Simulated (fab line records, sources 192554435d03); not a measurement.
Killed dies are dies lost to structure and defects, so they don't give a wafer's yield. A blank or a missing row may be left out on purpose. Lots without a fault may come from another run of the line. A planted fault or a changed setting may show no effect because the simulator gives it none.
Chamber matching | flow n5_finfet | N5_BEOL_M7_PECVD_70 on pecvd-04: 3 sister chambers
The step deposits SiO2 from TEOS/O2, target thk 20 nm, time 22.7 s. 3 wafers are shown with their chamber, then 9 later ones without.

WAFERS WITH THEIR CHAMBER
wafer  | chamber | showerhead_plenum_p_Torr (Torr)
L091.6 | 2       | 8.80
L090.2 | 1       | 8.75
L090.5 | 0       | 8.85

WAFERS WITHOUT THEIR CHAMBER
wafer  | showerhead_plenum_p_Torr (Torr)
L094.1 | 8.75
L094.2 | 8.87
L094.3 | 8.83
L095.3 | 8.82
L095.5 | 8.84
L095.6 | 8.83
L096.2 | 8.86
L096.3 | 8.74
L096.5 | 8.76

WHICH CHAMBER EACH WENT THROUGH
wafer  | from the rows above     | in truth
L094.1 | 1                       | 1
L094.2 | 0                       | 0
L094.3 | can't be placed: 0 or 2 | 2
L095.3 | can't be placed: 2 or 0 | 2
L095.5 | 0                       | 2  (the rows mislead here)
L095.6 | can't be placed: 0 or 2 | 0
L096.2 | 0                       | 0
L096.3 | 1                       | 1
L096.5 | 1                       | 1
Placed correctly: 5 of 9. Can't be placed from these rows: 3 (the true chamber is among the candidates in 3). Placed wrongly: 1.
How it was worked out, from the rows above alone: a wafer's distance from a chamber is the root of the sum, over the readings, of the square of ((its reading less the chamber's mean) divided by the reading's scatter). The wafer belongs to the nearest chamber; if the next one is less than 2 further off, it can't be placed. A chamber's mean is the mean of its shown wafers. The scatter: with one shown wafer a chamber, the root of the mean of the squares of how far each hidden wafer lies from its nearest shown one.
